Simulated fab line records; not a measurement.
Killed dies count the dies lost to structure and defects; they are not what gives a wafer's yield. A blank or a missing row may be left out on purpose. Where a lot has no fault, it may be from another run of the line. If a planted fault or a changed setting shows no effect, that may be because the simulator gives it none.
Chamber matching    flow nand_harc    3 sister chambers for NHARC_A_M0_DEP_32 on pecvd-04
The step deposits SiCN, target thk 30 nm. 3 wafers are shown with their chamber, then 10 later ones without.

## WAFERS PAIRED WITH THEIR CHAMBERS
wafer   chamber  heater_power_w (W)
L082.4  0        551
L083.3  1        597
L083.4  2        595

## WAFERS WITHOUT THEIR CHAMBER
wafer   heater_power_w (W)
L083.6  584
L087.3  595
L087.5  560
L087.6  598
L088.3  526
L088.4  527
L088.5  663
L097.2  620
L097.3  498
L097.5  621

## WHICH CHAMBER EACH WENT THROUGH
wafer   from the rows above           in truth
L083.6  can't be placed: 2 or 1 or 0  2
L087.3  can't be placed: 2 or 1 or 0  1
L087.5  can't be placed: 0 or 2 or 1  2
L087.6  can't be placed: 1 or 2 or 0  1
L088.3  can't be placed: 0 or 2 or 1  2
L088.4  can't be placed: 0 or 2 or 1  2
L088.5  can't be placed: 1 or 2 or 0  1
L097.2  can't be placed: 1 or 2 or 0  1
L097.3  can't be placed: 0 or 2 or 1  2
L097.5  can't be placed: 1 or 2 or 0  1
Correct placement for 0 of the 10. From these rows, 10 cannot be placed; in 10 the true chamber is one of the candidates. 0 placed wrongly.
How it was worked out, from the rows above alone: a wafer's distance from a chamber is the root of the sum, over the readings, of the square of ((its reading less the chamber's mean) divided by the reading's scatter). If the next closest chamber is less than 2 further off than the closest, the wafer can't be placed; otherwise it belongs to the closest. The mean given for a chamber averages the wafers shown for that chamber. The scatter (one wafer shown for each chamber): square how far every hidden wafer sits from the nearest shown wafer, average those squares and take the square root.
